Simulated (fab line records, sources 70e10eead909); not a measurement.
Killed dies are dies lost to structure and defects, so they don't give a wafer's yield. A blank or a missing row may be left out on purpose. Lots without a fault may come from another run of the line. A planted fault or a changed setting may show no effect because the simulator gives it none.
Which tool did it? | flow nand_harc | 11 lots, 33 wafers sampled, at 7 steps of a route of 1302

WHAT THE GAUGES READ, wafer by wafer
NHARC_A_SGD_CUT_THK_MEAS_22: measures by ellipsometry.
lot  | measured     | on            | thk_nm (nm)
L939 | day 20 10:14 | film_metro-01 | 146.4 150.1 147.1
L936 | day 20 10:14 | film_metro-02 | 148.5 147.1 148.2
L941 | day 21 00:43 | film_metro-01 | 151.0 149.6 147.0
L942 | day 21 22:04 | film_metro-01 | 149.4 147.1 148.0
L949 | day 25 09:46 | film_metro-01 | 149.1 147.1 150.1
L951 | day 26 02:42 | film_metro-01 | 147.2 149.3 148.1
L954 | day 27 05:58 | film_metro-01 | 149.2 148.3 147.6
L956 | day 27 06:07 | film_metro-02 | 148.2 149.1 148.5
L953 | day 27 06:07 | film_metro-01 | 147.5 146.2 149.9
L957 | day 28 09:35 | film_metro-01 | 148.6 148.6 147.2
L959 | day 29 09:02 | film_metro-01 | 151.6 149.4 147.4

NHARC_A_SLIT_INSPECT_11.
lot  | measured     | on                | raw_defect_count
L939 | day 20 15:39 | defect_inspect-01 | 73 60 60
L936 | day 20 16:15 | defect_inspect-01 | 63 89 69
L941 | day 21 06:07 | defect_inspect-02 | 64 62 56
L942 | day 22 03:25 | defect_inspect-01 | 60 74 57
L949 | day 25 15:17 | defect_inspect-01 | 446 485 449
L951 | day 26 11:34 | defect_inspect-01 | 450 474 446
L954 | day 27 11:29 | defect_inspect-02 | 50 77 60
L956 | day 27 11:49 | defect_inspect-02 | 29 23 29
L953 | day 27 15:12 | defect_inspect-01 | 18 24 25
L957 | day 28 15:19 | defect_inspect-01 | 55 46 62
L959 | day 29 15:13 | defect_inspect-01 | 78 85 88

NHARC_A_SIN_REMOVE_INSPECT_04.
lot  | measured     | on                | raw_defect_count
L939 | day 21 04:45 | defect_inspect-01 | 355 300 353
L936 | day 21 04:45 | defect_inspect-02 | 352 359 281
L941 | day 21 20:39 | defect_inspect-02 | 417 382 347
L942 | day 22 16:49 | defect_inspect-02 | 380 329 374
L949 | day 26 04:32 | defect_inspect-01 | 772 834 862
L951 | day 27 00:35 | defect_inspect-01 | 783 806 741
L954 | day 28 00:25 | defect_inspect-02 | 401 427 374
L956 | day 28 04:21 | defect_inspect-02 | 529 307 379
L953 | day 28 08:07 | defect_inspect-02 | 259 249 348
L957 | day 29 07:32 | defect_inspect-02 | 308 252 320
L959 | day 30 04:13 | defect_inspect-02 | 427 438 418

NHARC_END_SORT_01.
lot  | measured     | on        | killed_at_array | killed_at_other | killed_at_periphery | killed_dies | killed_open | killed_short
L949 | day 30 06:06 | prober-02 | 126 128 119     | 0 1 0           | 4 6 0               | 130 135 119 | 5 8 3       | 1 0 1
L951 | day 30 21:44 | prober-01 | 131 161 122     | 1 2 0           | 3 3 6               | 135 166 128 | 4 1 7       | 2 1 2

WHICH TOOL RAN EACH LOT (tool, then ch and the chambers of the sampled wafers, then the start)
lot  | NHARC_A_SGD_CUT_ETCHBACK_24        | NHARC_A_SLIT_DEP_00           | NHARC_A_SLIT_DEP_23
L939 | rie_diel-09 ch 1,2,3, day 20 10:29 | acl_dep-03 ch 0, day 20 11:07 | pecvd-04 ch 0,1, day 20 14:54
L936 | rie_diel-05 ch 0,1,2, day 20 10:32 | acl_dep-02 ch 0, day 20 13:32 | pecvd-01 ch 0,1,2, day 20 15:31
L941 | rie_diel-09 ch 0,2,3, day 21 00:58 | acl_dep-01 ch 0, day 21 01:35 | pecvd-01 ch 0,1,2, day 21 05:22
L942 | rie_diel-05 ch 0,1,2, day 21 22:19 | acl_dep-01 ch 0, day 22 00:49 | pecvd-04 ch 0,1,2, day 22 02:49
L949 | rie_diel-09 ch 2,3, day 25 09:59   | acl_dep-03 ch 0, day 25 11:16 | pecvd-04 ch 0,1,2, day 25 14:30
L951 | rie_diel-09 ch 1,2,3, day 26 02:55 | acl_dep-03 ch 0, day 26 07:36 | pecvd-04 ch 0,1,2, day 26 10:45
L954 | rie_diel-09 ch 0,1,3, day 27 06:13 | acl_dep-03 ch 0, day 27 07:32 | pecvd-03 ch 0,2, day 27 10:43
L956 | rie_diel-09 ch 0,1, day 27 06:20   | acl_dep-01 ch 0, day 27 08:24 | pecvd-01 ch 1,2, day 27 10:56
L953 | rie_diel-05 ch 1,3, day 27 06:22   | acl_dep-03 ch 0, day 27 11:55 | pecvd-03 ch 0,1,2, day 27 14:24
L957 | rie_diel-09 ch 1,2,3, day 28 09:50 | acl_dep-03 ch 0, day 28 12:32 | pecvd-04 ch 0,1,2, day 28 14:34
L959 | rie_diel-12 ch 0,3, day 29 09:16   | acl_dep-02 ch 0, day 29 10:45 | pecvd-03 ch 1,2, day 29 14:34
- NHARC_A_SGD_CUT_ETCHBACK_24: etches the open film in CH3F/O2, target depth 50 nm, time 92.857 s.
- NHARC_A_SLIT_DEP_00: deposits aC, target thk 6200 nm.
- NHARC_A_SLIT_DEP_23: deposits SiON, target thk 100 nm.

WHAT THE TOOLS THEMSELVES READ (means of the sampled wafers that have a number; where no wafer has one, the mark that the record gives instead)
NHARC_A_SGD_CUT_ETCHBACK_24.
lot  | tool        | drypump_motor_current_A (A) | oes_product_au (a.u.) | rf_fwd_power_W (W) | rf_vpp_V (V) | showerhead_plenum_p_Torr (Torr) | throttle_valve_pct (%)
L939 | rie_diel-09 | 6.3                         | 0.92                  | 496.5              | 244.8        | 2.47                            | 20.663
L936 | rie_diel-05 | 5.4                         | 0.95                  | 496.2              | 244.5        | 2.46                            | 20.657
L941 | rie_diel-09 | 6.2                         | 0.98                  | 496.4              | 243.1        | 2.41                            | 20.657
L942 | rie_diel-05 | 5.4                         | 0.99                  | 495.8              | 244.4        | 2.46                            | 20.672
L949 | rie_diel-09 | 6.4                         | 1.01                  | 496.0              | 242.6        | 2.38                            | 20.664
L951 | rie_diel-09 | 6.3                         | 1.00                  | 494.4              | 244.9        | 2.46                            | 20.662
L954 | rie_diel-09 | 6.0                         | 0.98                  | 495.9              | 243.7        | 2.40                            | 20.668
L956 | rie_diel-09 | 5.8                         | 1.00                  | 495.8              | 244.6        | 2.43                            | 20.656
L953 | rie_diel-05 | 5.1                         | 0.93                  | 497.3              | 242.9        | 2.37                            | 20.661
L957 | rie_diel-09 | 6.3                         | 1.00                  | 497.3              | 243.9        | 2.46                            | 20.669
L959 | rie_diel-12 | 5.7                         | 0.92                  | 494.8              | 241.8        | 2.33                            | 20.654

NHARC_A_SLIT_DEP_00.
lot  | tool       | throttle_valve_pct (%)
L939 | acl_dep-03 | 34.992
L936 | acl_dep-02 | 34.994
L941 | acl_dep-01 | 34.997
L942 | acl_dep-01 | 34.997
L949 | acl_dep-03 | 35.006
L951 | acl_dep-03 | 35.008
L954 | acl_dep-03 | 35.003
L956 | acl_dep-01 | 34.999
L953 | acl_dep-03 | 35.000
L957 | acl_dep-03 | 35.002
L959 | acl_dep-02 | 34.996

NHARC_A_SLIT_DEP_23.
lot  | tool     | heater_power_w (W) | rf_fwd_power_W (W)
L939 | pecvd-04 | 649                | 348.5
L936 | pecvd-01 | 856                | 349.4
L941 | pecvd-01 | 798                | 349.9
L942 | pecvd-04 | 772                | 347.9
L949 | pecvd-04 | 721                | 349.0
L951 | pecvd-04 | 781                | 349.2
L954 | pecvd-03 | 672                | 348.1
L956 | pecvd-01 | 791                | 348.7
L953 | pecvd-03 | 673                | 348.7
L957 | pecvd-04 | 774                | 347.4
L959 | pecvd-03 | 667                | 348.2

THE ANSWER, worked out from the rows above alone
Rule: what is usual is taken from the lots themselves. Put in order of their means at a reading, lots are off if they are a third of the lots or fewer, leave a main group of 4 or more, and stand apart from it by a gap of 3 or more times the standard deviation of the main group's means; of several such gaps the widest counts. A main group whose means are all the same, to the digits that the tables above print for the reading, isn't used. A lot without any number at a reading at which 4 lots or more have one is off too. The other lots that the step has rows for count as sound. The gauges are gone through in route order, then the tools' own readings, and for those a lot's mean is taken as printed above. The first step at which some lot is off is used, and at that step the reading that is off furthest; a lot without a number counts as furthest.
Off: L949, L951, at NHARC_A_SLIT_INSPECT_11 (raw_defect_count). The main group: mean 57, standard deviation 19.
A tool fits if, at a process step before that reading, it ran every lot that is off, and no sound lot after the first of them. The gauges at NHARC_A_SLIT_INSPECT_11 are tried like those tools. None of those tried fits.

WHAT THE SIMULATOR HAD PUT IN
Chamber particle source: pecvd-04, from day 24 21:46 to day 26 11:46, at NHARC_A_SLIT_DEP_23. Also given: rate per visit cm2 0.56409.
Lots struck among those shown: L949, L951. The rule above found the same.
